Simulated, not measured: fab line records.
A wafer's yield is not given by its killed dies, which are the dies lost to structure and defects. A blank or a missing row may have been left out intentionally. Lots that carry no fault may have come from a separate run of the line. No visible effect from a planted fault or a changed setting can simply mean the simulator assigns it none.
Chamber matching ; flow n5 finfet ; 4 sister chambers for N5_BEOL_M7_DESCUM_16 on rie diel-04
The step chemistry O2, time 7.9 s. 8 wafers are shown with their chamber, then 8 later ones without.

== WAFERS WITH THEIR CHAMBER ==
wafer;chamber;throttle valve pct (%);drypump motor current A (A)
L076.2;3;20.29;5.8
L080.3;1;20.51;5.9
L080.5;1;20.52;5.9
L080.6;2;20.66;6.2
L082.1;3;20.32;5.8
L082.3;0;20.26;5.3
L082.4;2;20.67;6.2
L083.1;0;20.25;5.4

== WAFERS WITHOUT THEIR CHAMBER ==
wafer;throttle valve pct (%);drypump motor current A (A)
L083.3;20.33;5.9
L083.5;20.67;6.2
L088.2;20.33;5.9
L088.3;20.28;5.3
L088.5;20.28;5.3
L093.2;20.53;5.9
L093.4;20.72;6.2
L093.6;20.35;5.9

== CHAMBER TAKEN BY EACH ==
wafer;from the rows above;in truth
L083.3;3;3
L083.5;2;2
L088.2;3;3
L088.3;0;0
L088.5;0;0
L093.2;1;1
L093.4;2;2
L093.6;3;3
Placed correctly: 8 of 8. From these rows, 0 cannot be placed. Placed wrongly: 0.
How it was worked out, from the rows above alone: a wafer's distance from a chamber is the root of the sum, over the readings, of the square of ((its reading less the chamber's mean) divided by the reading's scatter). The wafer belongs to the nearest chamber; if the next one is less than 2 further off, it can't be placed. The mean given for a chamber averages the wafers shown for that chamber. How the scatter is found: for the shown wafers, subtract from each reading the mean of its chamber, square and add these, divide the total by (wafers less chambers), then take the root.
